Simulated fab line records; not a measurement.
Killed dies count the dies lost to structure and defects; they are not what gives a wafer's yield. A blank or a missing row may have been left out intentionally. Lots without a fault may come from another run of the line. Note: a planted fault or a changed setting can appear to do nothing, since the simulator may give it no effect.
Chamber matching :: flow nand_harc :: 4 sister chambers for NHARC_A_STAIRCASE_ETCH_313 on rie_diel-01
The step etches the open film in CF4/CHF3. 8 wafers are shown with their chamber, then 7 later ones without.

== WAFERS PAIRED WITH THEIR CHAMBERS ==
wafer: L609.1
chamber: 3
drypump_motor_current_A (A): 6.6
showerhead_plenum_p_Torr (Torr): 1.50

wafer: L609.6
chamber: 2
drypump_motor_current_A (A): 5.5
showerhead_plenum_p_Torr (Torr): 1.60

wafer: L617.1
chamber: 3
drypump_motor_current_A (A): 6.6
showerhead_plenum_p_Torr (Torr): 1.49

wafer: L619.1
chamber: 1
drypump_motor_current_A (A): 5.2
showerhead_plenum_p_Torr (Torr): 1.47

wafer: L619.2
chamber: 2
drypump_motor_current_A (A): 5.5
showerhead_plenum_p_Torr (Torr): 1.60

wafer: L619.6
chamber: 0
drypump_motor_current_A (A): 5.9
showerhead_plenum_p_Torr (Torr): 1.46

wafer: L618.1
chamber: 1
drypump_motor_current_A (A): 5.2
showerhead_plenum_p_Torr (Torr): 1.47

wafer: L618.4
chamber: 0
drypump_motor_current_A (A): 5.8
showerhead_plenum_p_Torr (Torr): 1.46

== WAFERS WITH NO CHAMBER GIVEN ==
wafer: L618.5
drypump_motor_current_A (A): 5.8
showerhead_plenum_p_Torr (Torr): 1.46

wafer: L626.2
drypump_motor_current_A (A): 5.2
showerhead_plenum_p_Torr (Torr): 1.46

wafer: L626.4
drypump_motor_current_A (A): 6.6
showerhead_plenum_p_Torr (Torr): 1.48

wafer: L626.6
drypump_motor_current_A (A): 5.8
showerhead_plenum_p_Torr (Torr): 1.70

wafer: L627.2
drypump_motor_current_A (A): 5.5
showerhead_plenum_p_Torr (Torr): 1.59

wafer: L627.4
drypump_motor_current_A (A): 5.2
showerhead_plenum_p_Torr (Torr): 1.46

wafer: L627.6
drypump_motor_current_A (A): 5.8
showerhead_plenum_p_Torr (Torr): 1.70

== EACH ONE'S CHAMBER ==
wafer: L618.5
from the rows above: 0
in truth: 0

wafer: L626.2
from the rows above: 1
in truth: 1

wafer: L626.4
from the rows above: 3
in truth: 3

wafer: L626.6
from the rows above: 2
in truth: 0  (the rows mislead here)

wafer: L627.2
from the rows above: 2
in truth: 2

wafer: L627.4
from the rows above: 1
in truth: 1

wafer: L627.6
from the rows above: 2
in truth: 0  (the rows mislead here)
5 of 7 placed correctly. Number that these rows cannot place: 0. Wrongly placed: 2.
How it was worked out, from the rows above alone: a wafer's distance from a chamber is the root of the sum, over the readings, of the square of ((its reading less the chamber's mean) divided by the reading's scatter). If the next closest chamber is less than 2 further off than the closest, the wafer can't be placed; otherwise it belongs to the closest. A chamber's mean is the mean of its shown wafers. The scatter: the root of (the sum of the squares of (reading less its chamber's mean) over the shown wafers, divided by (wafers less chambers)).
